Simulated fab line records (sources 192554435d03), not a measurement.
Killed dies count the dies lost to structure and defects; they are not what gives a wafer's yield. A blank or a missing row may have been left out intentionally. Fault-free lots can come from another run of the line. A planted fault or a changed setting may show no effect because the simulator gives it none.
The tool behind it: which one?	flow n5 finfet	6 lots, 16 wafers sampled, at 4 steps of a route of 1938

## WHAT THE GAUGES READ, wafer by wafer
N5_BEOL_M9_OCD_MEAS_38.
lot	measured	on	trench depth nm (nm)
L536	day 10 19:49	ocd-01	147.9 156.5 154.1
L539	day 11 14:43	ocd-01	149.8 153.8 150.5
L540	day 11 15:27	ocd-01	151.7 154.6 155.4
L541	day 11 23:04	ocd-01	153.1 154.7
L545	day 13 13:44	ocd-01	150.5 155.1
L550	day 14 07:23	ocd-01	105.7 103.6 105.7

## WHAT TOOL EACH LOT RAN ON (gives the tool, then ch and the chambers of the sampled wafers, and finally the start)
lot	N5_BEOL_M9_HM_OPEN_17	N5_BEOL_M9_ETCH_66	N5_BEOL_M9_TRENCH_ETCH_37
L536	rie metal-03 ch 0,1, day 10 18:08	rie diel-04 ch 0,2,3, day 10 19:26	rie diel-04 ch 0,2,3, day 10 19:38
L539	rie metal-02 ch 0,1, day 11 10:56	rie diel-03 ch 0,1,2, day 11 14:21	rie diel-03 ch 0,1,2, day 11 14:33
L540	rie metal-03 ch 0,1, day 11 11:47	rie diel-04 ch 2,3, day 11 15:04	rie diel-04 ch 2,3, day 11 15:17
L541	rie metal-02 ch 0,1, day 11 19:28	rie diel-04 ch 2,3, day 11 22:43	rie diel-04 ch 2,3, day 11 22:54
L545	rie metal-01 ch 0,1, day 13 11:07	rie diel-02 ch 2,3, day 13 13:21	rie diel-02 ch 2,3, day 13 13:34
L550	rie metal-02 ch 0,1, day 14 06:11	rie diel-03 ch 0,2,3, day 14 07:00	rie diel-03 ch 0,2,3, day 14 07:13
- N5_BEOL_M9_HM_OPEN_17: chemistry Cl2/BCl3, target TiN, target depth 20 nm, overetch 6 nm.
- N5_BEOL_M9_ETCH_66: etches SOC in N2/H2, target depth 80 nm, overetch 16 nm, time 120 s.
- N5_BEOL_M9_TRENCH_ETCH_37: etches SiCOH lowk in C4F6/O2, target depth 151.43 nm, time 49 s.

## THE ANSWER, worked out from the rows above alone
Rule: the lots themselves supply what counts as usual. Put in order of their means at a reading, lots are off if they are a third of the lots or fewer, leave a main group of 4 or more, and stand apart from it by a gap of 3 or more times the standard deviation of the main group's means; of several such gaps the widest counts. A main group whose means are all the same, to the digits that the tables above print for the reading, isn't used. A lot without any number at a reading at which 4 lots or more have one is off too. The other lots that the step has rows for count as sound.
Off: L550 (N5_BEOL_M9_OCD_MEAS_38, trench depth nm). Main group: mean 153.0 nm, sd 0.93.
If a tool, at a process step before that reading, ran all the lots that are off and no sound lot after the first of them, it fits. The gauges at N5_BEOL_M9_OCD_MEAS_38 are tried like those tools. Can't be told from this: 3 tools fit, rie metal-02 at N5_BEOL_M9_HM_OPEN_17, rie diel-03 at N5_BEOL_M9_ETCH_66 and N5_BEOL_M9_TRENCH_ETCH_37, ocd-01 at N5_BEOL_M9_OCD_MEAS_38.

## WHAT THE SIMULATOR PUT IN
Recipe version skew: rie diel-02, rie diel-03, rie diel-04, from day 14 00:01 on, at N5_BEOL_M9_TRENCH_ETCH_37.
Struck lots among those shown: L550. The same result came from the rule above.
